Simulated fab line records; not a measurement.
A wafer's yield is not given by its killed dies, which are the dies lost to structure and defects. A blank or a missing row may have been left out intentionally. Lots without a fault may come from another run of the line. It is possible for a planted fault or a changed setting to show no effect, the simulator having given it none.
Chamber matching -- flow n5-finfet -- rie-diel-02 running N5_BEOL_M12_ETCH_67: 4 sister chambers
The step etches SiARC in CF4, target depth 143 nm, time 238.3 s. 8 wafers are shown with their chamber, then 7 later ones without.

## WAFERS PAIRED WITH THEIR CHAMBERS
wafer,chamber,drypump-motor-current-A (A),etch-rf-on-time-s (s)
L076.5,1,5.8,238
L081.1,1,5.8,238
L081.2,3,5.6,250
L083.2,3,5.6,246
L085.1,2,5.6,241
L085.6,0,5.6,237
L086.3,0,5.6,240
L086.5,2,5.7,241

## WAFERS WITHOUT THEIR CHAMBER
wafer,drypump-motor-current-A (A),etch-rf-on-time-s (s)
L086.6,5.6,248
L092.1,5.6,239
L092.2,5.8,237
L092.5,5.6,250
L082.1,5.7,238
L082.3,5.8,237
L082.6,5.8,236

## EACH ONE'S CHAMBER
wafer,from the rows above,in truth
L086.6,3,3
L092.1,can't be placed: 0 or 2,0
L092.2,1,1
L092.5,3,3
L082.1,can't be placed: 2 or 1 or 0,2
L082.3,1,1
L082.6,1,1
Placed correctly: 5 of 7. Cannot be placed on the basis of these rows: 2; the candidates contain the true chamber in 2. Wrongly placed: 0.
How it was worked out, from the rows above alone: a wafer's distance from a chamber is the root of the sum, over the readings, of the square of ((its reading less the chamber's mean) divided by the reading's scatter). The wafer belongs to the nearest chamber; if the next one is less than 2 further off, it can't be placed. For every chamber, the mean is computed from those of its wafers that are shown. The scatter: the root of (the sum of the squares of (reading less its chamber's mean) over the shown wafers, divided by (wafers less chambers)).
